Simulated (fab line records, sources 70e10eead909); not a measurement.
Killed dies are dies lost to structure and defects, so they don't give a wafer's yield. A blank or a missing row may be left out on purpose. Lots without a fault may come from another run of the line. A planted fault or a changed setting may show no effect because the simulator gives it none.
Which tool did it? | flow nand_harc | 7 lots, 21 wafers sampled, at 2 steps of a route of 1302

WHAT THE GAUGES READ, wafer by wafer
NHARC_A_ONON_D1_THK_MEAS_18: measures by ellipsometry.
lot  | measured     | on            | thk_nm (nm)
L525 | day 8 09:41  | film_metro-02 | 985 985 984
L535 | day 12 19:17 | film_metro-01 | 707 707 707
L536 | day 13 12:17 | film_metro-01 | 704 705 706
L538 | day 14 01:49 | film_metro-01 | 1003 1003 1002
L542 | day 15 16:49 | film_metro-01 | 994 994 996
L545 | day 17 07:02 | film_metro-02 | 989 989 988
L546 | day 17 13:37 | film_metro-02 | 1006 1006 1006

WHICH TOOL RAN EACH LOT (tool, then ch and the chambers of the sampled wafers, then the start)
lot  | NHARC_A_ONON_D1_DEP_16
L525 | pecvd_onon-04 ch 0, day 8 09:14
L535 | pecvd_onon-04 ch 0, day 12 18:50
L536 | pecvd_onon-04 ch 0, day 13 11:46
L538 | pecvd_onon-03 ch 0, day 14 01:19
L542 | pecvd_onon-01 ch 0, day 15 16:19
L545 | pecvd_onon-01 ch 0, day 17 06:39
L546 | pecvd_onon-01 ch 0, day 17 13:10
- NHARC_A_ONON_D1_DEP_16: target thk 1000 nm.

THE ANSWER, worked out from the rows above alone
Rule: what is usual is taken from the lots themselves. Put in order of their means at a reading, lots are off if they are a third of the lots or fewer, leave a main group of 4 or more, and stand apart from it by a gap of 3 or more times the standard deviation of the main group's means; of several such gaps the widest counts. A main group whose means are all the same, to the digits that the tables above print for the reading, isn't used. A lot without any number at a reading at which 4 lots or more have one is off too. The other lots that the step has rows for count as sound.
Off: L535, L536, at NHARC_A_ONON_D1_THK_MEAS_18 (thk_nm). The main group: mean 995 nm, standard deviation 8.1.
A tool fits if, at a process step before that reading, it ran every lot that is off, and no sound lot after the first of them. The gauges at NHARC_A_ONON_D1_THK_MEAS_18 are tried like those tools. One fits: pecvd_onon-04 at NHARC_A_ONON_D1_DEP_16. Its last sound lot is L525 (day 8 09:14), its first lot that is off L535 (day 12 18:50): a fault that began between those two fits.

WHAT THE SIMULATOR HAD PUT IN
Process parameter drift: pecvd_onon-04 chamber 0, from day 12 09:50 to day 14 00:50, at NHARC_A_ONON_D1_DEP_16. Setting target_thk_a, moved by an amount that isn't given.
Lots struck among those shown: L535, L536. The rule above found the same.
